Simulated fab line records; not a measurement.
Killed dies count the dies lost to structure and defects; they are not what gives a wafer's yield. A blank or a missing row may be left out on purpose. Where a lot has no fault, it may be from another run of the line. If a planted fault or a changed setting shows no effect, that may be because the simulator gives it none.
Which of the tools did it? | flow nandHarc | 18 wafers from 6 lots sampled at 3 of the route's 1302 steps

== WHAT THE GAUGES SHOWED, per wafer ==
NHARC_P_ZERO_WELL_CD_MEAS_52 targets a cd of 2000 nm.
lot  | measured     | on       | cdNm (nm)
L686 | day 2 21:56  | cdSem-02 | 1998.7 1997.3 2000.3
L688 | day 3 17:47  | cdSem-02 | 2003.0 2003.2 2002.4
L690 | day 4 13:48  | cdSem-02 | 2000.9 2001.4 2001.7
L692 | day 5 10:02  | cdSem-01 | 2002.6 2002.8 2002.2
L705 | day 10 19:41 | cdSem-01 | 1998.9 2001.3 2000.3
L707 | day 11 15:37 | cdSem-02 | 1999.4 1999.9 2001.8

== EACH LOT AND THE TOOL THAT RAN IT (in order: tool; ch and the chambers of the sampled wafers; start) ==
lot  | NHARC_P_ZERO_WELL_DESCUM_39       | NHARC_P_ZERO_WELL_EXPOSE_49
L686 | rieDiel-06 ch 0,2, day 2 20:28    | krfScanner-04 ch 0, day 2 21:47
L688 | rieDiel-09 ch 1,2,3, day 3 16:19  | krfScanner-04 ch 0, day 3 17:38
L690 | rieDiel-13 ch 0,1,2, day 4 12:21  | krfScanner-01 ch 0, day 4 13:39
L692 | rieDiel-06 ch 0,1,2, day 5 08:42  | krfScanner-03 ch 0, day 5 09:52
L705 | rieDiel-13 ch 0,1,2, day 10 18:13 | krfScanner-04 ch 0, day 10 19:31
L707 | rieDiel-06 ch 0,2,3, day 11 14:08 | krfScanner-03 ch 0, day 11 15:28
- NHARC_P_ZERO_WELL_DESCUM_39: chemistry O2, time 3 s.
- NHARC_P_ZERO_WELL_EXPOSE_49: exposes mask P HVPW, target cd 2000 nm.

== THE ANSWER, worked out from the rows above alone ==
Rule: the usual values come from the lots themselves. The widest of any qualifying gaps counts: lots, ordered by their means at a reading, are off when they make up no more than a third of the lots, leave a main group of 4 or more, and stand apart from it by 3 or more times the standard deviation of that group's means. A main group whose means are all the same, to the digits that the tables above print for the reading, isn't used. Also off: a lot with no number at a reading for which 4 or more lots have one. Any other lot the step has rows for is counted as sound.
No lot is off on any of the readings shown, so nothing can be concluded from this.

== WHAT WAS PUT IN BY THE SIMULATOR ==
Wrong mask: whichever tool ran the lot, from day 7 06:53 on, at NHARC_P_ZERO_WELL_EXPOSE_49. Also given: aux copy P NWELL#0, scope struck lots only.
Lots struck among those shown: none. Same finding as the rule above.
